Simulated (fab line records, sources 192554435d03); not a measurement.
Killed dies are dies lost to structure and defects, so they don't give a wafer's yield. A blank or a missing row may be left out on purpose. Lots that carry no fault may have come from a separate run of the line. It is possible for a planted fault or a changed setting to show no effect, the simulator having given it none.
Lot-split experiment || flow n5-finfet || route with 1938 steps; 7 lots, 39 wafers read

== ABOUT THE SPLIT ==
At N5_MOL_CONTACT_COAG_ETCH_67 (etches SOC in N2/H2, target depth 60 nm, overetch 21 nm, time 101.2 s), the setting source-w was moved away from the recipe's 840 W on 12 of the 39 wafers read, by -17.2% to +12.9%. All remaining wafers had this setting at the recipe value.

The reading is taken at the split's own step.

== THE READING ==
rf-vpp-V, in V, at N5_MOL_CONTACT_COAG_ETCH_67 (etches SOC in N2/H2, target depth 60 nm, overetch 21 nm, time 101.2 s). On this fab line, fault-free wafers typically give 523.5 V with a standard deviation of 2.6 V.

{"wafer": "L076.1", "tool, chamber at the split": "rie-diel-02, 2", "source-w as run, W": 719.3, "against the recipe": "-14.4%", "rf-vpp-V, V": 553.3, "against lot-mates on the recipe": "+27.7"}
{"wafer": "L076.2", "tool, chamber at the split": "rie-diel-02, 0", "source-w as run, W": 719.3, "against the recipe": "-14.4%", "rf-vpp-V, V": 550.0, "against lot-mates on the recipe": "+24.4"}
{"wafer": "L076.3", "tool, chamber at the split": "rie-diel-02, 3", "source-w as run, W": 840, "against the recipe": "recipe", "rf-vpp-V, V": 524.6, "against lot-mates on the recipe": "-"}
{"wafer": "L076.4", "tool, chamber at the split": "rie-diel-02, 1", "source-w as run, W": 840, "against the recipe": "recipe", "rf-vpp-V, V": 524.0, "against lot-mates on the recipe": "-"}
{"wafer": "L076.5", "tool, chamber at the split": "rie-diel-02, 3", "source-w as run, W": 719.3, "against the recipe": "-14.4%", "rf-vpp-V, V": 552.1, "against lot-mates on the recipe": "+26.5"}
{"wafer": "L076.6", "tool, chamber at the split": "rie-diel-02, 2", "source-w as run, W": 840, "against the recipe": "recipe", "rf-vpp-V, V": 528.2, "against lot-mates on the recipe": "-"}
{"wafer": "L078.1", "tool, chamber at the split": "rie-diel-04, 1", "source-w as run, W": 840, "against the recipe": "recipe", "rf-vpp-V, V": 523.0, "against lot-mates on the recipe": "-"}
{"wafer": "L078.2", "tool, chamber at the split": "rie-diel-04, 3", "source-w as run, W": 840, "against the recipe": "recipe", "rf-vpp-V, V": 526.8, "against lot-mates on the recipe": "-"}
{"wafer": "L078.3", "tool, chamber at the split": "rie-diel-04, 0", "source-w as run, W": 840, "against the recipe": "recipe", "rf-vpp-V, V": 520.2, "against lot-mates on the recipe": "-"}
{"wafer": "L078.4", "tool, chamber at the split": "rie-diel-04, 3", "source-w as run, W": 840, "against the recipe": "recipe", "rf-vpp-V, V": 527.4, "against lot-mates on the recipe": "-"}
{"wafer": "L078.5", "tool, chamber at the split": "rie-diel-04, 1", "source-w as run, W": 840, "against the recipe": "recipe", "rf-vpp-V, V": 522.9, "against lot-mates on the recipe": "-"}
{"wafer": "L078.6", "tool, chamber at the split": "rie-diel-04, 0", "source-w as run, W": 840, "against the recipe": "recipe", "rf-vpp-V, V": 519.7, "against lot-mates on the recipe": "-"}
{"wafer": "L079.1", "tool, chamber at the split": "rie-diel-04, 2", "source-w as run, W": 695.2, "against the recipe": "-17.2%", "rf-vpp-V, V": 559.8, "against lot-mates on the recipe": "+37.4"}
{"wafer": "L079.2", "tool, chamber at the split": "rie-diel-04, 0", "source-w as run, W": 840, "against the recipe": "recipe", "rf-vpp-V, V": 520.0, "against lot-mates on the recipe": "-"}
{"wafer": "L079.3", "tool, chamber at the split": "rie-diel-04, 3", "source-w as run, W": 695.2, "against the recipe": "-17.2%", "rf-vpp-V, V": 561.0, "against lot-mates on the recipe": "+38.6"}
{"wafer": "L079.4", "tool, chamber at the split": "rie-diel-04, 1", "source-w as run, W": 840, "against the recipe": "recipe", "rf-vpp-V, V": 523.2, "against lot-mates on the recipe": "-"}
{"wafer": "L079.5", "tool, chamber at the split": "rie-diel-04, 1", "source-w as run, W": 840, "against the recipe": "recipe", "rf-vpp-V, V": 523.9, "against lot-mates on the recipe": "-"}
{"wafer": "L079.6", "tool, chamber at the split": "rie-diel-04, 2", "source-w as run, W": 695.2, "against the recipe": "-17.2%", "rf-vpp-V, V": 559.1, "against lot-mates on the recipe": "+36.7"}
{"wafer": "L084.2", "tool, chamber at the split": "rie-diel-04, 3", "source-w as run, W": 840, "against the recipe": "recipe", "rf-vpp-V, V": 526.6, "against lot-mates on the recipe": "-"}
{"wafer": "L084.3", "tool, chamber at the split": "rie-diel-04, 0", "source-w as run, W": 840, "against the recipe": "recipe", "rf-vpp-V, V": 519.3, "against lot-mates on the recipe": "-"}
{"wafer": "L084.4", "tool, chamber at the split": "rie-diel-04, 2", "source-w as run, W": 840, "against the recipe": "recipe", "rf-vpp-V, V": 525.5, "against lot-mates on the recipe": "-"}
{"wafer": "L087.1", "tool, chamber at the split": "rie-diel-02, 0", "source-w as run, W": 840, "against the recipe": "recipe", "rf-vpp-V, V": 520.6, "against lot-mates on the recipe": "-"}
{"wafer": "L087.2", "tool, chamber at the split": "rie-diel-02, 1", "source-w as run, W": 840, "against the recipe": "recipe", "rf-vpp-V, V": 523.8, "against lot-mates on the recipe": "-"}
{"wafer": "L087.3", "tool, chamber at the split": "rie-diel-02, 2", "source-w as run, W": 840, "against the recipe": "recipe", "rf-vpp-V, V": 526.8, "against lot-mates on the recipe": "-"}
{"wafer": "L087.4", "tool, chamber at the split": "rie-diel-02, 3", "source-w as run, W": 840, "against the recipe": "recipe", "rf-vpp-V, V": 526.8, "against lot-mates on the recipe": "-"}
{"wafer": "L087.5", "tool, chamber at the split": "rie-diel-02, 2", "source-w as run, W": 840, "against the recipe": "recipe", "rf-vpp-V, V": 528.4, "against lot-mates on the recipe": "-"}
{"wafer": "L087.6", "tool, chamber at the split": "rie-diel-02, 3", "source-w as run, W": 840, "against the recipe": "recipe", "rf-vpp-V, V": 524.6, "against lot-mates on the recipe": "-"}
{"wafer": "L091.1", "tool, chamber at the split": "rie-diel-01, 3", "source-w as run, W": 840, "against the recipe": "recipe", "rf-vpp-V, V": 520.5, "against lot-mates on the recipe": "-"}
{"wafer": "L091.2", "tool, chamber at the split": "rie-diel-01, 0", "source-w as run, W": 840, "against the recipe": "recipe", "rf-vpp-V, V": 520.2, "against lot-mates on the recipe": "-"}
{"wafer": "L091.3", "tool, chamber at the split": "rie-diel-01, 2", "source-w as run, W": 948.7, "against the recipe": "+12.9%", "rf-vpp-V, V": 501.8, "against lot-mates on the recipe": -19.7}
{"wafer": "L091.4", "tool, chamber at the split": "rie-diel-01, 1", "source-w as run, W": 948.7, "against the recipe": "+12.9%", "rf-vpp-V, V": 499.8, "against lot-mates on the recipe": -21.7}
{"wafer": "L091.5", "tool, chamber at the split": "rie-diel-01, 3", "source-w as run, W": 948.7, "against the recipe": "+12.9%", "rf-vpp-V, V": 500.3, "against lot-mates on the recipe": -21.2}
{"wafer": "L091.6", "tool, chamber at the split": "rie-diel-01, 2", "source-w as run, W": 840, "against the recipe": "recipe", "rf-vpp-V, V": 523.8, "against lot-mates on the recipe": "-"}
{"wafer": "L094.1", "tool, chamber at the split": "rie-diel-02, 3", "source-w as run, W": 840, "against the recipe": "recipe", "rf-vpp-V, V": 524.7, "against lot-mates on the recipe": "-"}
{"wafer": "L094.2", "tool, chamber at the split": "rie-diel-02, 0", "source-w as run, W": 840, "against the recipe": "recipe", "rf-vpp-V, V": 522.0, "against lot-mates on the recipe": "-"}
{"wafer": "L094.3", "tool, chamber at the split": "rie-diel-02, 2", "source-w as run, W": 840, "against the recipe": "recipe", "rf-vpp-V, V": 526.3, "against lot-mates on the recipe": "-"}
{"wafer": "L094.4", "tool, chamber at the split": "rie-diel-02, 1", "source-w as run, W": 919.1, "against the recipe": "+9.4%", "rf-vpp-V, V": 510.0, "against lot-mates on the recipe": -14.3}
{"wafer": "L094.5", "tool, chamber at the split": "rie-diel-02, 1", "source-w as run, W": 919.1, "against the recipe": "+9.4%", "rf-vpp-V, V": 509.8, "against lot-mates on the recipe": -14.5}
{"wafer": "L094.6", "tool, chamber at the split": "rie-diel-02, 2", "source-w as run, W": 919.1, "against the recipe": "+9.4%", "rf-vpp-V, V": 511.3, "against lot-mates on the recipe": -13.0}

THE FIT
A straight line over all 39 wafers: rf-vpp-V changes by -1.9 V for each +1% of source-w; r = -0.98; the points scatter about the line by 2.8 V.
The same after taking each lot's own level away (the mean of its wafers on the recipe; 39 wafers): -1.87 V for each +1%; r = -0.98; scatter 2.8 V.
Per that fit: largest source-w move, reading shift of 32 V.
Across the lots, their own levels run from 521.50 to 525.60 V, a range of 1.6 times the standard deviation given above.
The two slopes agree, so the slope changes little with the lot-to-lot level.
Check: with one of the wafers moved furthest among these (-17.2%) left out of the fit, the line predicts +32.3 V for it against its lot-mates. It came out at +37.4 V against them.
Tool readings at the split's step, against how far the setting was moved: rf-vpp-V r = -0.98.

== OTHER SPLITS ON THESE WAFERS ==
Other splits were also applied to these wafers ahead of the reading. Each is held against what the fit with the lots' levels taken away leaves over:
{"other split on the same wafers": "N5_DUMMY_GATE_HM_DEP_06 target-thk-a", "wafers away from the commonest value": 12, "r with rf-vpp-V (lot level and that fit taken away)": "+0.04"}
{"other split on the same wafers": "N5_DUMMY_GATE_EXPOSE_12 dose-mj", "wafers away from the commonest value": 12, "r with rf-vpp-V (lot level and that fit taken away)": "+0.01"}
{"other split on the same wafers": "N5_SD_ACTIVATION_LSA_01 temp-c", "wafers away from the commonest value": 15, "r with rf-vpp-V (lot level and that fit taken away)": -0.23}
{"other split on the same wafers": "N5_HKMG_FIN_ETCH_32 target-depth-a", "wafers away from the commonest value": 15, "r with rf-vpp-V (lot level and that fit taken away)": "+0.04"}
{"other split on the same wafers": "N5_MOL_CONTACT_COAG_ETCH_105 bias-w", "wafers away from the commonest value": 12, "r with rf-vpp-V (lot level and that fit taken away)": "+0.11"}

== FILE'S OWN FIT ==
rf-vpp-V changes by -1.88 V for each +1% of source-w, r = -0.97.
